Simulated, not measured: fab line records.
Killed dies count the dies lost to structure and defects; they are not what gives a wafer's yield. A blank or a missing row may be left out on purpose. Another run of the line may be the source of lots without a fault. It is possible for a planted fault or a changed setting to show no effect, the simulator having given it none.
Comparing a struck lot with a sound one    flow n5-finfet    42 steps out of a route of 1938
Sound: these wafers, L686.4, L686.5. Wafers struck: L700.3, L700.4, L700.5. At the end, the cause is stated.
Each step with rows lists, per side, the tool, then ch with its chambers, then its first start. Under that, the readings that differ: sound wafers    struck wafers    difference of the means    sigmas: that difference in standard deviations of wafers without a fault.
alike: same words and numbers on both sides, and readings whose means sit less than 2 such deviations apart. not compared: any withheld reading, any reading some wafer has no value for, any bound like >300 that may hide the same value, and any number with overlapping values for which the record gives no deviation.
The two part at a step that has a row with sigmas, a row that says differs or no value, or rows on one side only. Numbers that don't overlap but have no deviation are shown without sigmas and don't part them. A reading that every wafer of one side lacks parts them only if that side has two wafers or more.

first, 7 steps without rows for these wafers: N5_BEOL_M7_ETCH_66 (etches SOC in N2/H2, target depth 80 nm, overetch 16 nm, time 120 s); N5_BEOL_M7_STRIP_69 (strips in N2/H2); N5_BEOL_M7_STRIP_73 (strips in N2/H2); N5_BEOL_M7_VIA_ETCH_34 (etches SiCOH lowk in C4F6/O2, target depth 125.5 nm, time 50.5 s); N5_BEOL_M7_STRIP_76 (strips in C4F6/O2); N5_BEOL_M7_STRIP_36 (strips in N2/H2); N5_BEOL_M7_TRENCH_ETCH_37 (etches SiCOH lowk in C4F6/O2, target depth 93.478 nm, time 31.2 s).
N5_BEOL_M7_ETCH_41: etches SiCN in CH3F/O2, target depth 31.9 nm, time 57.8 s.
  sound on rie-diel-02 ch 0,3; struck on rie-diel-03 ch 0,1,3
reading                sound        struck             difference  sigmas
CH3F_flow_sccm (sccm)  29.92 29.89  30.19 30.06 30.06  +0.20       +2
  alike: O2_flow_sccm, drypump-motor-current-A, oes-product-au, rf-vpp-V, showerhead-plenum-p-Torr, throttle-valve-pct
  not compared: rf-hours-counter-h
N5_BEOL_M7_STRIP_80: strips in N2/H2, time 10 s.
  sound on rie-diel-02 ch 0,3; struck on rie-diel-03 ch 0,1,3
  alike: drypump-motor-current-A, oes-product-au, rf-vpp-V, showerhead-plenum-p-Torr, throttle-valve-pct
  not compared: rf-hours-counter-h
N5_BEOL_M7_OCD_MEAS_38:
  sound on ocd-01 at day 9 14:22; struck on ocd-01 at day 13 06:05
  alike: trench-depth-nm
then, 2 steps without rows for these wafers: N5_BEOL_M7_HM_STRIP_39 (strips TiN in peroxide tin strip, target depth 25 nm, time 158 s); N5_BEOL_M7_SRD_40 (time 30 s).
N5_BEOL_M7_PRECLEAN_42: cleans in residue remover, time 60 s.
  sound on wet-bench-05 ch 3,7, day 9 14:27; struck on wet-bench-03 ch 1,2,4, day 13 06:11
then, 1 step without rows for these wafers: N5_BEOL_M7_SRD_43 (time 30 s).
N5_BEOL_M7_CD_MEAS_35: target cd 40 nm.
  sound on cd-sem-02 at day 9 14:31; struck on cd-sem-01 at day 13 06:14
  alike: cd-nm
N5_BEOL_M7_CURE_75: cures SiCOH lowk, time 120 s.
  sound on uv-cure-02 ch 2, day 9 14:42; struck on uv-cure-03 ch 1, day 13 06:23
  alike: lamp-power-pct, wafer_temp_C_max
then, 1 step without rows for these wafers: N5_BEOL_M7_DEGAS_44 (time 60 s).
N5_BEOL_M7_PRE_CLEAN_45: time 30 s.
  sound on pvd-sputter-01 at day 9 14:56; struck on pvd-sputter-02 at day 13 06:44
reading             sound    struck       difference  sigmas
heater-power-w (W)  372 347  324 282 280  -64         -2
then, 7 steps without rows for these wafers: N5_BEOL_M7_ALD_77 (deposits TaN, target thk 2 nm, pulse time 2 s, purge time 3 s); N5_BEOL_M7_SURFACE_TREAT_79; N5_BEOL_M7_CVD_78 (deposits Co from CCTBA/H2, target thk 2 nm, time 142.3 s); N5_BEOL_M7_SPUTTER_48 (material Cu, target thk 10 nm, time 1.667 s); N5_BEOL_M7_ECD_50 (material Cu, target thk 300 nm); N5_BEOL_M7_ANNEAL_51 (time 90 s); N5_BEOL_M7_CMP_52 (polishes, stops on SiCOH lowk, t overpolish 6.9 s, target thk 80 nm).
N5_BEOL_M7_THK_MEAS_53: measures by xrf.
  sound on film-metro-02 at day 9 17:08; struck on film-metro-02 at day 13 08:32
  alike: M7_THK
then, 2 steps without rows for these wafers: N5_BEOL_M7_PRE_CLEAN_55 (time 15 s); N5_BEOL_M7_DEP_56 (deposits SiCN from 3MS/NH3, target thk 10 nm, time 17.5 s).
N5_BEOL_M7_RS_MEAS_57: uses a four-point probe to measure.
  sound on film-metro-01 at day 9 17:16; struck on film-metro-01 at day 13 08:40
  alike: M7_RS
then, 2 steps without rows for these wafers: N5_BEOL_M8_ILD_DEP_00 (deposits SiCOH lowk from DEMS/porogen, target thk 179.75 nm, time 33.4 s); N5_BEOL_M8_CURE_74 (cures SiCOH lowk, time 240 s).
N5_BEOL_M8_THK_MEAS_01:
  sound on film-metro-02 at day 9 18:23; struck on film-metro-02 at day 13 09:19
  alike: M8_ILD_THK
N5_BEOL_M8_PECVD_70: deposits SiO2 from TEOS/O2, target thk 20 nm, time 22.7 s.
  sound on pecvd-04 ch 0,2, day 9 18:27; struck on pecvd-03 ch 0,1, day 13 09:20
  alike: heater-power-outer-w, heater-power-w, showerhead-plenum-p-Torr, throttle-valve-pct
then, 8 steps without rows for these wafers: N5_BEOL_M8_HM_DEP_02 (deposits TiN, target thk 20 nm); N5_BEOL_M8_COAT_59 (time 60 s, resist thk 100 nm); N5_BEOL_M8_COAT_60 (time 60 s, resist thk 35 nm); N5_BEOL_M8_COAT_05 (resist thk 90 nm); N5_BEOL_M8_EBR_07; N5_BEOL_M8_SOFTBAKE_06 (time 60 s); N5_BEOL_M8_EXPOSE_08 (exposes mask M8); N5_BEOL_M8_PEB_09 (peb time 60 s).
-- a jump in the record: the struck wafers' starts before and after are 3 days apart (it breaks off in module BEOL_M8 and resumes in module PASSIVATION, where the first step shown is number 1936 of the route) --
N5_PASSIVATION_PROBE_49:
  only the struck wafers here have rows in the record (prober-02, day 16 10:11); the sound ones have none

## WHERE THEY PART
At N5_BEOL_M7_ETCH_41 first; at N5_PASSIVATION_PROBE_49 last (within this record only).

WHY: what had been put in by the simulator
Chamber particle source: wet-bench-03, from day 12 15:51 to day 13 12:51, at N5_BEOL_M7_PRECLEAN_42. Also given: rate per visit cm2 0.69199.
